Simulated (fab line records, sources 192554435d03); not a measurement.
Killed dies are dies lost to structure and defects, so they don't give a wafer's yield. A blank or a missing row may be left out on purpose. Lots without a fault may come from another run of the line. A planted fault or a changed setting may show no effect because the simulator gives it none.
Chamber matching | flow n5_finfet | N5_BEOL_M0_SAQP_MANDREL2_REMOVE_110 on rie_si-03: 4 sister chambers
The step chemistry HBr/Cl2/O2, target a-Si, stops on SiCN, bt time 10 s. 8 wafers are shown with their chamber, then 8 later ones without.

WAFERS WITH THEIR CHAMBER
wafer  | chamber | drypump_motor_current_A (A) | oes_product_au (a.u.)
L079.4 | 1       | 6.4                         | 0.985
L083.2 | 1       | 6.4                         | 0.986
L090.2 | 2       | 5.8                         | 1.001
L090.5 | 2       | 5.8                         | 1.007
L092.1 | 3       | 5.2                         | 1.038
L092.4 | 0       | 5.0                         | 0.998
L092.6 | 0       | 5.0                         | 0.995
L094.2 | 3       | 5.3                         | 1.024

WAFERS WITHOUT THEIR CHAMBER
wafer  | drypump_motor_current_A (A) | oes_product_au (a.u.)
L094.3 | 5.0                         | 0.995
L094.4 | 6.4                         | 0.976
L095.2 | 5.2                         | 1.034
L095.3 | 6.4                         | 0.992
L095.5 | 6.5                         | 0.988
L097.1 | 5.0                         | 0.997
L097.2 | 5.2                         | 1.039
L097.4 | 5.8                         | 0.986

WHICH CHAMBER EACH WENT THROUGH
wafer  | from the rows above | in truth
L094.3 | 0                   | 0
L094.4 | 1                   | 1
L095.2 | 3                   | 3
L095.3 | 1                   | 1
L095.5 | 1                   | 1
L097.1 | 0                   | 0
L097.2 | 3                   | 3
L097.4 | 2                   | 2
Placed correctly: 8 of 8. Can't be placed from these rows: 0. Placed wrongly: 0.
How it was worked out, from the rows above alone: a wafer's distance from a chamber is the root of the sum, over the readings, of the square of ((its reading less the chamber's mean) divided by the reading's scatter). The wafer belongs to the nearest chamber; if the next one is less than 2 further off, it can't be placed. A chamber's mean is the mean of its shown wafers. The scatter: the root of (the sum of the squares of (reading less its chamber's mean) over the shown wafers, divided by (wafers less chambers)).
